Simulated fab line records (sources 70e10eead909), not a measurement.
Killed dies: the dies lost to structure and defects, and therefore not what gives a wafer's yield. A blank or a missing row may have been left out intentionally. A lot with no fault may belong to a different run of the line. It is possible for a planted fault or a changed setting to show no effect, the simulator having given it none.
Matching of chambers :: flow nand-harc :: 4 sister chambers for NHARC_A_M0_ETCH_34 on rie-diel-04
The step etches the open film in N2/H2, target depth 40 nm, overetch 12 nm, time 43.94 s. 4 wafers are shown with their chamber, then 8 later ones without.

## WAFERS WITH THEIR CHAMBER
wafer: L092.1
chamber: 2
drypump-motor-current-A (A): 5.34

wafer: L095.3
chamber: 0
drypump-motor-current-A (A): 6.14

wafer: L095.6
chamber: 1
drypump-motor-current-A (A): 5.55

wafer: L096.1
chamber: 3
drypump-motor-current-A (A): 5.81

## WAFERS MISSING THEIR CHAMBER
wafer: L096.3
drypump-motor-current-A (A): 5.54

wafer: L096.6
drypump-motor-current-A (A): 6.16

wafer: L096.2
drypump-motor-current-A (A): 6.17

wafer: L096.4
drypump-motor-current-A (A): 5.34

wafer: L096.5
drypump-motor-current-A (A): 5.76

wafer: L097.1
drypump-motor-current-A (A): 5.79

wafer: L097.2
drypump-motor-current-A (A): 5.57

wafer: L097.6
drypump-motor-current-A (A): 5.57

## EACH ONE'S CHAMBER
wafer: L096.3
from the rows above: 1
in truth: 1

wafer: L096.6
from the rows above: 0
in truth: 0

wafer: L096.2
from the rows above: 0
in truth: 0

wafer: L096.4
from the rows above: 2
in truth: 2

wafer: L096.5
from the rows above: 3
in truth: 3

wafer: L097.1
from the rows above: 3
in truth: 3

wafer: L097.2
from the rows above: 1
in truth: 1

wafer: L097.6
from the rows above: 1
in truth: 1
Correctly placed: 8 of 8. Can't be placed from these rows: 0. Placed wrongly: 0.
How it was worked out, from the rows above alone: a wafer's distance from a chamber is the root of the sum, over the readings, of the square of ((its reading less the chamber's mean) divided by the reading's scatter). The wafer belongs to the nearest chamber; if the next one is less than 2 further off, it can't be placed. The mean given for a chamber averages the wafers shown for that chamber. The scatter (one wafer shown for each chamber): square how far every hidden wafer sits from the nearest shown wafer, average those squares and take the square root.
